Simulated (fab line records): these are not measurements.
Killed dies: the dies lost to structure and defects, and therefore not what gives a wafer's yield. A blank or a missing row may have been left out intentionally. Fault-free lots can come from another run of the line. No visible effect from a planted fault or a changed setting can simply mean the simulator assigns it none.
A lot that was struck, set against a sound lot | flow nand harc | 15 out of 1302 route steps
Sound: these wafers, L306.1, L306.3, L306.4. Struck: wafer L318.5 (left out: L318.1, a lot-mate that was not struck); the cause follows at the end.
Order at every step that has rows: each side's tool, ch and its chambers, its first start. Under that, the readings that differ: sound wafers | struck wafers | difference of the means | sigmas: that difference in standard deviations of wafers without a fault.
alike: readings with means less than 2 such deviations apart, plus words and numbers identical on both sides. not compared: withheld readings, readings lacking a value on some wafer, bounds such as >300 that could conceal the same value, and numbers that have no deviation in the record and whose values overlap.
A row with sigmas, a row that says differs or no value, or rows on one side alone: a step with any of these is where the two part. When numbers do not overlap yet have no deviation, they are printed without sigmas and do not part them. Lack of a reading on every wafer of one side parts them only where that side has two or more wafers.

first, 8 steps without rows for these wafers: NHARC_A_CHANNEL_HOLE_D1_COAT_36 (time 75 s); NHARC_A_CHANNEL_HOLE_D1_COAT_37 (time 65 s); NHARC_A_CHANNEL_HOLE_D1_COAT_04 (resist thk 90 nm); NHARC_A_CHANNEL_HOLE_D1_SOFTBAKE_05 (time 55 s); NHARC_A_CHANNEL_HOLE_D1_EBR_06; NHARC_A_CHANNEL_HOLE_D1_EXPOSE_07 (exposes mask HOLE D1, target cd 100 nm); NHARC_A_CHANNEL_HOLE_D1_PEB_08 (peb time 65 s); NHARC_A_CHANNEL_HOLE_D1_DEVELOP_09 (develop time 35 s).
NHARC_A_CHANNEL_HOLE_D1_CD_MEAS_10: target cd 100 nm.
  sound on cd sem-03 ch 0, day 12 00:33; struck on cd sem-02 ch 0, day 17 05:29
  reading    | sound             | struck | difference | sigmas
  cd nm (nm) | 100.1 100.2 100.3 | 98.8   | -1.4       | -2
NHARC_A_CHANNEL_HOLE_D1_OVL_MEAS_11:
  sound on overlay-02 at day 12 00:38; struck on overlay-01 at day 17 05:35
  alike: overlay x nm, overlay y nm
NHARC_A_CHANNEL_HOLE_D1_INSPECT_12:
  sound on defect inspect-01 at day 12 00:41; struck on defect inspect-01 at day 17 05:37
  alike: raw defect count
NHARC_A_CHANNEL_HOLE_D1_DESCUM_15: chemistry O2, time 3 s.
  sound on rie diel-09 ch 0,1,3, day 12 00:45; struck on rie diel-09 ch 0, day 17 05:41
  reading      | sound          | struck | difference | sigmas
  rf vpp V (V) | 57.0 58.0 55.6 | 59.5   | +2.6       | +3
  alike: drypump motor current A, oes product au, showerhead plenum p Torr, throttle valve pct
  not compared: rf hours counter h
NHARC_A_CHANNEL_HOLE_D1_ETCH_38: etches the open film in CF4, target depth 39 nm, time 65 s.
  sound on rie diel-09 ch 0,2,3, day 12 00:50; struck on rie diel-09 ch 1, day 17 05:47
  reading               | sound             | struck | difference | sigmas
  oes product au (a.u.) | 0.999 1.017 1.004 | 0.818  | -0.189     | -21
  alike: drypump motor current A, rf vpp V, showerhead plenum p Torr, throttle valve pct
  not compared: rf hours counter h
NHARC_A_CHANNEL_HOLE_D1_ETCH_39: etches the open film in N2/H2, target depth 260 nm, time 325 s.
  sound: rie diel-09 ch 0,2,3; struck: rie diel-09 ch 1
  alike: drypump motor current A, h2 flow sccm, oes product au, rf vpp V, showerhead plenum p Torr, throttle valve pct
  not compared: rf hours counter h
-- jump in the record: it breaks off in module A_CHANNEL_HOLE_D1 and resumes in module END (first step shown: number 1302 of the route), and 16 days separate the struck wafers' starts before and after --
NHARC_END_SORT_01:
  only the struck wafers appear in the record here, on prober-02 ch 0 at day 33 10:22; the sound ones have no rows

WHERE THEY PART
Last at NHARC_END_SORT_01 as far as this record goes, first at NHARC_A_CHANNEL_HOLE_D1_CD_MEAS_10.

WHY: the cause the simulator had injected
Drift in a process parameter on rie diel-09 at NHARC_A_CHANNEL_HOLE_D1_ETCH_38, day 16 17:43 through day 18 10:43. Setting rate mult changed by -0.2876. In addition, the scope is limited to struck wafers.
